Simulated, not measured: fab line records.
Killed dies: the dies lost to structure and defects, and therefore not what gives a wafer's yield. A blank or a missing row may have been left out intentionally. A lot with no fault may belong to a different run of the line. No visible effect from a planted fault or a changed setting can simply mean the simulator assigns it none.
Chamber matching    flow n5_finfet    3 sister chambers for N5_BEOL_M9_ILD_DEP_00 on pecvd-03
The step deposits SiCOH lowk from DEMS/porogen, target thk 308.51 nm, time 58 s. 16 wafers are shown with their chamber, then 8 later ones without.

WAFERS PAIRED WITH THEIR CHAMBERS
wafer   chamber  throttle_valve_pct (%)  heater_power_w (W)  showerhead_plenum_p_Torr (Torr)
L074.1  2        13.6                    325                 5.740
L074.2  1        14.8                    335                 5.741
L074.3  0        13.8                    261                 5.732
L074.4  1        14.7                    352                 5.734
L074.5  2        13.5                    346                 5.739
L074.6  0        13.7                    266                 5.714
L077.2  1        14.8                    395                 5.748
L077.3  0        14.1                    227                 5.741
L077.5  2        13.4                    311                 5.741
L075.2  1        14.8                    388                 5.744
L075.3  0        13.7                    226                 5.740
L075.5  1        14.7                    394                 5.740
L079.1  0        13.7                    274                 5.722
L079.3  1        14.7                    336                 5.739
L079.4  1        15.2                    345                 5.728
L086.2  2        13.4                    359                 5.742

SIGNATURES, as means of the wafers listed above
reading                   chamber 0  chamber 1  chamber 2  scatter within a chamber
throttle_valve_pct        13.800     14.814     13.475     0.161
heater_power_w            250.80     363.57     335.25     24.8
showerhead_plenum_p_Torr  5.72980    5.73914    5.74050    0.00788
Rule: a wafer lies at a distance from a chamber equal to the root of the sum of squares, over the readings, of (its reading less the chamber's mean, divided by the reading's scatter). The wafer belongs to the nearest chamber; if the next one is less than 2 further off, it can't be placed. The scatter is the square root of a quotient: the sum, over the shown wafers, of each reading's squared deviation from its chamber's mean, divided by wafers minus chambers.

WAFERS WHOSE CHAMBER IS MISSING
wafer   throttle_valve_pct (%)  heater_power_w (W)  showerhead_plenum_p_Torr (Torr)
L086.3  14.8                    381                 5.750
L086.4  13.6                    270                 5.725
L088.1  13.8                    358                 5.736
L088.3  13.8                    257                 5.741
L088.5  13.8                    365                 5.750
L093.1  13.6                    318                 5.744
L093.2  14.6                    398                 5.742
L093.4  13.9                    290                 5.721

WHICH CHAMBER EACH ONE RAN IN
wafer   from the rows above      in truth
L086.3  1                        1
L086.4  can't be placed: 0 or 2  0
L088.1  2                        2
L088.3  0                        0
L088.5  2                        2
L093.1  2                        2
L093.2  1                        1
L093.4  0                        0
Placed correctly: 7 of 8. Unplaceable from these rows: 1, with the true chamber sitting among the candidates in 1. 0 placed wrongly.
